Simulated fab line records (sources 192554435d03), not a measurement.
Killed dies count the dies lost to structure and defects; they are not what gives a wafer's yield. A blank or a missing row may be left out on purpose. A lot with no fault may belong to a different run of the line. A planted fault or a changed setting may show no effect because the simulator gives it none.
What tool caused it? | flow n5Finfet | 12 lots, 36 wafers sampled, at 2 steps of a route of 1938

## WHAT EACH GAUGE READ, for each wafer
N5_BEOL_M8_CD_MEAS_28: target cd 40 nm.
lot  | measured     | on       | cdNm (nm)
L075 | day 10 13:13 | cdSem-01 | 39.68 40.13 40.00
L078 | day 11 11:31 | cdSem-02 | 39.81 39.80 39.94
L079 | day 12 11:31 | cdSem-02 | 39.76 40.55 40.39
L081 | day 12 14:23 | cdSem-02 | 39.66 39.94 39.34
L083 | day 13 21:38 | cdSem-02 | 39.85 39.79 39.86
L085 | day 14 13:43 | cdSem-03 | 39.88 39.94 39.72
L088 | day 15 01:53 | cdSem-02 | 39.83 40.40 39.85
L089 | day 15 05:13 | cdSem-01 | 40.11 39.69 40.08
L090 | day 15 10:29 | cdSem-02 | 39.65 39.69 39.84
L094 | day 16 01:05 | cdSem-02 | 40.20 40.04 40.15
L093 | day 16 07:10 | cdSem-02 | 40.20 40.24 39.82
L097 | day 17 13:02 | cdSem-02 | 39.87 39.99 39.88

## EACH LOT AND THE TOOL THAT RAN IT (in order: tool; ch and the chambers of the sampled wafers; start)
lot  | N5_BEOL_M7_SPUTTER_48
L075 | pvdSputter-02, day 10 09:19
L078 | pvdSputter-03, day 11 05:35
L079 | pvdSputter-03, day 12 06:30
L081 | pvdSputter-03, day 12 10:17
L083 | pvdSputter-01, day 13 16:43
L085 | pvdSputter-03, day 14 07:13
L088 | pvdSputter-01, day 14 15:40
L089 | pvdSputter-02, day 15 01:59
L090 | pvdSputter-01, day 15 06:06
L094 | pvdSputter-01, day 15 16:53
L093 | pvdSputter-03, day 16 01:44
L097 | pvdSputter-02, day 17 07:10
- N5_BEOL_M7_SPUTTER_48: material Cu, target thk 10 nm, time 1.667 s.

## THE ANSWER, worked out from the rows above alone
Rule: usual is defined by the lots themselves. The widest of any qualifying gaps counts: lots, ordered by their means at a reading, are off when they make up no more than a third of the lots, leave a main group of 4 or more, and stand apart from it by 3 or more times the standard deviation of that group's means. A main group whose means are all the same, to the digits that the tables above print for the reading, isn't used. Also off: a lot with no number at a reading for which 4 or more lots have one. Where the step has rows for the other lots, those lots are counted as sound.
No lot is off at any reading shown: from this, nothing can be told.

## WHAT THE SIMULATOR PUT IN
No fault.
